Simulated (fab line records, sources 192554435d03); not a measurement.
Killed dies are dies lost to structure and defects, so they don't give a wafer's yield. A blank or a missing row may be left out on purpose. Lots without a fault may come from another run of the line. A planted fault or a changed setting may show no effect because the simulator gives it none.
A struck lot beside a sound one | flow n5_finfet | 24 steps out of a route of 1938
Sound: wafers L394.1, L394.4, L394.6. Struck: wafers L403.1, L403.5, L403.6. The cause comes at the end.
At each step with rows: each side's tool, then ch and its chambers, then its first start. Under that, the readings that differ: sound wafers | struck wafers | difference of the means | sigmas: that difference in standard deviations of wafers without a fault.
alike: readings whose means differ by less than 2 such deviations, and words and numbers that are the same on both sides. not compared: withheld readings, readings that some wafer has no value for, bounds like >300 that may hide the same value, and numbers for which the record gives no deviation and whose values overlap.
The two part at a step that has a row with sigmas, a row that says differs or no value, or rows on one side only. Numbers that don't overlap but have no deviation are shown without sigmas and don't part them. A reading that every wafer of one side lacks parts them only if that side has two wafers or more.

first, 8 steps without rows for these wafers: N5_BEOL_M9_ANNEAL_51 (time 90 s); N5_BEOL_M9_CMP_52 (polishes, stops on SiCOH lowk, t overpolish 7 s, target thk 140 nm); N5_BEOL_M9_PRE_CLEAN_55 (time 15 s); N5_BEOL_M9_DEP_56 (deposits SiCN from 3MS/NH3, target thk 15 nm, time 26.5 s); N5_BEOL_M10_ILD_DEP_00 (deposits SiCOH lowk from DEMS/porogen, target thk 308.51 nm, time 58 s); N5_BEOL_M10_CURE_71 (cures SiCOH lowk, time 240 s); N5_BEOL_M10_PECVD_70 (deposits SiO2 from TEOS/O2, target thk 20 nm, time 22.7 s); N5_BEOL_M10_HM_DEP_02 (deposits TiN, target thk 20 nm).
N5_BEOL_M10_COAT_59: time 60 s, resist thk 100 nm.
  sound on litho_track-04 ch 0, day 9 16:52; struck on litho_track-04 ch 0, day 12 13:29
  reading                                   | sound                | struck               | difference | sigmas
  spin_speed_rpm (rpm)                      | 1500.4 1501.3 1499.8 | 1705.4 1707.8 1704.9 | +205.5     | +99 or more
  model.SOC_of_BEOL_M10_COAT_59.thk_nm (nm) | 100.2 100.2 100      | 94.4 94.2 94         | -5.9       |
  alike: chill_plate_temp_C
then, 9 steps without rows for these wafers: N5_BEOL_M10_COAT_60 (time 60 s, resist thk 30 nm); N5_BEOL_M10_COAT_05 (resist thk 90 nm); N5_BEOL_M10_EBR_07; N5_BEOL_M10_SOFTBAKE_06 (time 60 s); N5_BEOL_M10_EXPOSE_08 (exposes mask M10); N5_BEOL_M10_PEB_09 (peb time 60 s); N5_BEOL_M10_DEVELOP_10 (develop time 30 s); N5_BEOL_M10_DESCUM_16 (chemistry O2, time 7.9 s); N5_BEOL_M10_ETCH_61 (etches SiARC in CF4, target depth 39 nm, time 65 s).
N5_BEOL_M10_ETCH_62: etches SOC in N2/H2, target depth 110 nm, overetch 22 nm, time 165 s.
  sound on rie_diel-04 ch 0,1,3, day 9 17:24; struck on rie_diel-03 ch 0,1,3, day 12 13:55
  reading                  | sound           | struck          | difference | sigmas
  model.etch.depth_nm (nm) | 100.2 100.1 100 | 94.3 94.1 94.01 | -6.0       |
  alike: drypump_motor_current_A, oes_product_au, rf_vpp_V, showerhead_plenum_p_Torr, throttle_valve_pct
  not compared: rf_hours_counter_h
then, 2 steps without rows for these wafers: N5_BEOL_M10_STRIP_68 (strips in N2/H2); N5_BEOL_M10_STRIP_67 (strips in CF4).
N5_BEOL_M10_HM_OPEN_17: chemistry Cl2/BCl3, target TiN, target depth 20 nm, overetch 6 nm.
  sound on rie_metal-01 ch 0,1, day 9 17:35; struck on rie_metal-01 ch 0,1, day 12 14:06
  reading                                   | sound          | struck       | difference | sigmas
  model.SOC_of_BEOL_M10_COAT_59.thk_nm (nm) | 92.8 91.6 92.6 | 87 85.8 86.6 | -6         |
  alike: drypump_motor_current_A, oes_product_au, throttle_valve_pct
  not compared: rf_hours_counter_h
then, 1 step without rows for these wafers: N5_BEOL_M10_STRIP_19 (strips in O2).
-- the record jumps here: 2 days lie between the struck wafers' starts before and after (it left off in module BEOL_M10 and takes up again in module PASSIVATION, whose first step shown is number 1936 of the route) --
N5_PASSIVATION_PROBE_49:
  sound on prober-01, day 12 01:27; struck on prober-02, day 14 23:11
  alike: defect_limited_yield, killed_at_M0_to_M3, killed_at_M4_up, killed_at_contacts, killed_at_front_end, killed_at_other, killed_dies, killed_open, killed_short, sort_bin_5_function, sort_bin_6_memory, sort_bin_8_speed, sort_n_pass, sort_yield_pct

WHERE THEY PART
Only at N5_BEOL_M10_COAT_59, within this record. Later steps at which nothing parts them and some readings are alike: N5_BEOL_M10_ETCH_62, N5_BEOL_M10_HM_OPEN_17, N5_PASSIVATION_PROBE_49.

WHY: what the simulator had put in
Process parameter drift: litho_track-04, from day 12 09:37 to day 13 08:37, at N5_BEOL_M10_COAT_59. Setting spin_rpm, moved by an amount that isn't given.
